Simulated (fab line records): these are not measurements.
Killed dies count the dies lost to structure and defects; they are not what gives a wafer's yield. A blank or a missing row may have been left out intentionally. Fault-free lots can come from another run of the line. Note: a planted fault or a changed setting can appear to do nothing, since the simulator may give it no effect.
fab line records | flow nandHarc | part 2 of 2: steps 5 to 6 of 6
record lots=23 wafers=69 lastDay=24
route steps=1159 shown P_M2@335 A_ZERO_WELL@405 A_SOURCE_PLATE@420 A_CHANNEL_HOLE_D1@471 A_CHANNEL_FILL_D1@508
lots untouched by any fault: they come from a run of this same line in which no faults occurred
startH: start of the lot's first displayed wafer, in hours after the record's first day | waitH: hours elapsed since this lot's preceding step | " unchanged from the row above | L1.1+2: a row that stands for several wafers | - either no value or no given start | * or withheld: withheld | < > ~ a bound
route shown NAME@n: NAME is a module with steps in the file, n the number in the route of the first one | usual: mean/standard deviation of fault-free wafers | same: alike in all rows | chamber/n: place in a boat | sites: the reading at each site | _std_site: the standard deviation of these | _edge_site: inner sites' mean taken away from outer sites' mean | radiusMm: how far each site lies from the wafer's centre | mask NAME#n: copy n | behind: the most recent tool/chamber to have shaped the wafer | hold: the reason the lot was held/the length of the hold in hours/how it ended | device: names the non-switching transistor (n, p or np) | end of line: at the end of the route, the tests of the same wafers | for a step that has no rows: nothing shown but its recipe | killed: count of dies lost to structure and defects at first sort (not the wafer's yield) | map: a wafer's dies, x killed, . not, _ none there
set.NAME: the setting that was run; set.NAME@STEP: the one run at that earlier step | model.NAME: the simulator's own value behind a step, which no gauge read
a sample of lots followed through the steps of the route, with each step as a table and each wafer as a row
services: when a tool's chamber went out of use (startH, in hours from the record's first day, below 0 if earlier), for how many hours, and the reason
## steps
# step NHARC_A_CHANNEL_HOLE_D1_ETCH_24
# recipe biasV=5000 sourceW=withheld pressureMtorr=20 timeS=906.2 arFlowSccm=375 c4f8FlowSccm=93.8 o2FlowSccm=31.2 tempC=-20 targetDepthA=15000 chemistry=C4F8/O2/Ar
# usual drypumpMotorCurrentA=6.0/0.47 heBacksideLeakSccm=5.7/0.59 showerheadPlenumPTorr=3.75/0.073 throttleValvePct=32.235/0.01
# same timeS=906.2
# columns lot.wafer tool chamber startH waitH drypumpMotorCurrentA heBacksideLeakSccm rfHoursCounterH showerheadPlenumPTorr throttleValvePct
L074.2 harEtch-02 0 178.79 0.6 6.1 5.3 103 3.66 32.223
L074.1 " 1 " " 6.5 5.3 103 3.80 32.237
L074.3 " 0 " " 6.1 5.3 - 3.66 32.240
L076.2 harEtch-02 1 186.01 0.6 6.5 5.6 107 3.80 32.224
L076.1 " 0 " " 6.1 5.2 107 3.66 32.214
L076.3 " 0 " " 6.1 5.1 - 3.66 32.217
L075.2 harEtch-01 1 188.08 0.6 5.3 5.8 193 3.82 32.227
L075.3 " 1 " " 5.2 5.4 - 3.82 32.227
L075.5 " 0 " " 5.7 5.6 - 3.82 32.223
L077.2 harEtch-02 0 190.30 0.6 6.1 5.2 111 3.65 32.241
L077.3 " 1 " " 6.5 5.6 - 3.80 32.224
L077.5 " 1 " " 6.5 5.8 - 3.80 32.216
L079.2 harEtch-01 1 204.50 0.6 5.2 5.3 200 3.81 32.230
L079.5 " 1 " " 5.2 5.3 - 3.81 32.240
L079.6 " 0 " " 5.7 6.0 - 3.81 32.240
L080.1 harEtch-02 0 205.11 0.6 6.1 5.5 116 3.65 32.247
L080.2 " 1 " " 6.5 5.8 116 3.80 32.222
L080.4 " 0 " " 6.1 5.5 - 3.65 32.234
L078.2 harEtch-01 0 208.64 0.6 5.7 6.5 204 3.81 32.226
L078.4 " 0 " " 5.7 6.4 - 3.81 32.220
L078.5 " 0 " " 5.7 6.3 - 3.81 32.219
L081.3 harEtch-01 0 213.47 0.6 5.7 6.1 - 3.81 32.232
L081.6 " 0 " " 5.7 5.9 - 3.81 32.243
L081.5 " 1 " " 5.2 5.3 - 3.81 32.238
L082.1 harEtch-01 1 224.06 0.6 5.2 5.9 213 3.81 32.233
L082.4 " 0 " " 5.7 6.5 - 3.81 32.250
L082.5 " 1 " " 5.2 5.5 - 3.81 32.233
L083.1 harEtch-02 0 231.08 0.6 6.1 5.4 124 3.65 32.230
L083.5 " 0 " " 6.1 5.2 - 3.64 32.230
L083.6 " 1 " " 6.5 5.4 - 3.79 32.250
L085.2 harEtch-02 1 244.14 0.6 6.5 5.8 128 3.79 32.243
L085.3 " 1 " " 6.5 5.8 - 3.79 32.225
L085.5 " 0 " " 6.1 5.2 - 3.64 32.234
L084.4 harEtch-01 0 244.40 0.6 5.7 5.7 - 3.80 32.241
L084.5 " 0 " " 5.7 5.9 - 3.80 32.243
L084.6 " 1 " " 5.3 5.5 - 3.80 32.241
L086.2 harEtch-01 0 252.19 0.6 5.7 5.8 224 3.80 32.238
L086.1 " 1 " " 5.3 5.4 224 3.80 32.228
L086.3 " 0 " " 5.7 5.7 - 3.80 32.233
L087.3 harEtch-02 0 252.54 0.6 6.1 5.2 - 3.64 32.251
L087.5 " 0 " " 6.1 5.3 - 3.64 32.233
L087.6 " 1 " " 6.5 5.0 - 3.79 32.235
L089.2 harEtch-02 1 270.99 0.6 6.5 5.4 141 3.78 32.224
L089.3 " 1 " " 6.5 5.8 - 3.78 32.225
L089.5 " 1 " " 6.5 5.8 - 3.78 32.236
L088.3 harEtch-01 0 271.67 0.6 5.6 6.3 - 3.80 32.229
L088.5 " 0 " " 5.7 6.3 - 3.80 32.245
L088.6 " 1 " " 5.2 5.6 - 3.80 32.235
L091.1 harEtch-01 1 281.33 0.6 5.2 5.5 237 3.79 32.234
L091.4 " 1 " " 5.2 5.6 - 3.79 32.235
L091.3 " 0 " " 5.7 6.1 - 3.79 32.228
L092.2 harEtch-02 0 285.37 0.6 6.1 5.4 149 3.63 32.215
L092.1 " 1 " " 6.5 5.9 149 3.78 32.244
L092.4 " 0 " " 6.1 5.5 - 3.63 32.240
L090.1 harEtch-01 1 285.63 0.6 5.3 5.6 241 3.79 32.237
L090.4 " 0 " " 5.7 6.4 - 3.79 32.226
L090.5 " 1 " " 5.3 5.5 - 3.79 32.239
L094.2 harEtch-02 1 294.54 0.6 6.5 5.8 154 3.77 32.226
L094.3 " 0 " " 6.1 5.5 - 3.63 32.242
L094.4 " 1 " " 6.5 5.7 - 3.77 32.230
L096.1 harEtch-02 1 311.29 0.6 6.5 5.8 159 3.77 32.237
L096.6 " 1 " " 6.5 6.0 - 3.77 32.224
L096.5 " 0 " " 6.1 5.3 - 3.63 32.243
L095.3 harEtch-02 1 315.72 0.6 6.5 5.9 - 3.77 32.238
L095.5 " 1 " " 6.5 5.8 - 3.77 32.233
L095.6 " 0 " " 6.1 5.4 - 3.62 32.239
L097.1 harEtch-02 1 319.62 0.6 6.5 5.8 167 3.77 32.242
L097.2 " 0 " " 6.1 5.6 167 3.62 32.239
L097.3 " 1 " " 6.5 5.5 - 3.77 32.231
# step NHARC_A_CHANNEL_FILL_D1_ETCHBACK_08
# recipe targetDepthA=2200 timeS=110 c4f8FlowSccm=20 arFlowSccm=withheld rfW=600 biasW=300 chemistry=C4F8
# usual oesProductAu=0.95/0.037 rfVppV=440.0/2.8
# same timeS=110
# columns lot.wafer tool chamber startH waitH oesProductAu rfHoursCounterH rfVppV
L074.3 rieDiel-13 1 - - 0.92 3 441.8
L074.1 " 2 " " 0.92 3 436.7
L074.2 " 3 " " 0.92 3 443.4
L076.3 rieDiel-13 2 - - 0.92 3 438.8
L076.2 " 3 " " 0.92 3 440.3
L076.1 " 0 " " 0.91 4 437.7
L075.2 rieDiel-13 2 - - 0.93 3 437.2
L075.3 " 3 " " 0.92 3 441.9
L075.5 " 1 " " 0.92 - 441.8
L077.3 rieDiel-13 2 - - 0.92 3 437.7
L077.2 " 0 " " 0.91 4 437.6
L077.5 " 3 " " 0.91 - 440.9
L080.2 rieDiel-06 2 - - 1.00 0 435.7
L080.4 " 3 " " 0.99 0 441.1
L080.1 " 0 " " 0.99 0 444.7
L078.4 rieDiel-13 1 - - 0.93 4 441.2
L078.2 " 2 " " 0.93 4 437.6
L078.5 " 1 " " 0.92 - 441.2
L079.2 rieDiel-06 2 - - 1.01 0 434.6
L079.6 " 1 " " 1.00 - 438.1
L079.5 " 2 " " 0.99 - 436.2
L081.3 rieDiel-06 3 - - 0.98 0 441.2
L081.6 " 3 " " 0.98 - 440.6
L081.5 " 0 " " 0.99 - 445.0
L082.4 rieDiel-13 1 - - 0.91 4 441.5
L082.1 " 2 " " 0.92 4 437.9
L082.5 " 1 " " 0.93 - 441.3
L083.1 rieDiel-02 2 - - 0.91 21 440.4
L083.5 " 0 " " 0.92 - 442.9
L083.6 " 1 " " 0.93 - 440.7
L085.3 rieDiel-06 3 - - 0.99 2 440.0
L085.2 " 0 " " 0.99 2 445.4
L085.5 " 2 " " 1.00 - 436.5
L084.4 rieDiel-13 1 - - 0.99 0 441.2
L084.6 " 0 " " 0.99 - 438.1
L084.5 " 1 " " 1.00 - 442.0
L086.2 rieDiel-13 3 - - 0.99 0 442.1
L086.3 " 0 " " 1.00 0 438.2
L086.1 " 1 " " 1.00 0 442.8
L087.3 rieDiel-06 0 - - 0.92 2 444.7
L087.6 " 3 " " 0.91 - 441.6
L087.5 " 0 " " 0.93 - 444.9
L089.2 rieDiel-06 3 - - 0.91 2 440.3
L089.3 " 0 " " 0.92 3 446.1
L089.5 " 3 " " 0.91 - 439.5
L088.3 rieDiel-13 2 - - 0.93 1 437.3
L088.6 " 2 " " 0.92 - 439.4
L088.5 " 3 " " 0.92 - 441.1
L091.3 rieDiel-13 0 - - 0.98 1 437.9
L091.1 " 1 " " 0.98 1 441.8
L091.4 " 2 " " 0.99 1 437.9
L090.4 rieDiel-06 1 - - 1.00 2 437.7
L090.1 " 0 " " 0.98 3 445.0
L090.5 " 2 " " 0.98 - 437.0
L092.2 rieDiel-06 1 - - 0.92 2 437.8
L092.4 " 2 " " 0.92 3 436.5
L092.1 " 0 " " 0.92 3 444.8
L094.3 rieDiel-06 1 - - 1.00 2 438.8
L094.2 " 2 " " 1.01 3 436.3
L094.4 " 3 " " 0.98 3 441.0
L096.1 rieDiel-06 0 - - 0.92 4 444.6
L096.5 " 0 " " 0.92 - 445.0
L096.6 " 1 " " 0.93 - 437.0
L095.3 rieDiel-13 2 - - 0.92 2 437.6
L095.6 " 2 " " 0.92 - 436.8
L095.5 " 3 " " 0.91 - 442.7
L097.1 rieDiel-13 3 - - 0.92 2 441.3
L097.2 " 0 " " 0.92 2 438.5
L097.3 " 2 " " 0.92 2 437.0
## services
# columns tool chamber startH hours kind
rieDiel-06 0 121.33 20.3 repair
rieSi-01 1 124.63 12.7 repair
rieSi-01 - 127.00 9.0 pm
rieDiel-13 - 140.30 0.4 repair
rieDiel-02 3 144.75 8.2 repair
rieDiel-02 - 150.70 9.0 pm
rieDiel-13 2 182.80 5.6 repair
rieDiel-02 3 184.48 4.1 repair
rieDiel-02 2 186.18 7.2 repair
rieSi-01 2 197.75 10.8 repair
rieDiel-06 3 201.27 4.0 repair
rieDiel-06 3 238.34 8.3 repair
rieDiel-06 - 241.20 9.0 pm
rieDiel-06 - 258.68 5.1 repair
rieDiel-06 1 274.79 1.9 repair
rieDiel-13 - 276.00 9.0 pm
rieDiel-06 1 280.18 25.2 repair
rieDiel-13 2 293.96 6.6 repair
rieSi-01 - 304.00 9.0 pm
harEtch-01 - 305.00 17.0 pm
rieSi-01 0 316.86 4.5 repair
rieDiel-02 - 323.64 2.7 repair
rieDiel-02 - 326.81 2.4 repair
rieDiel-06 0 350.17 4.5 repair
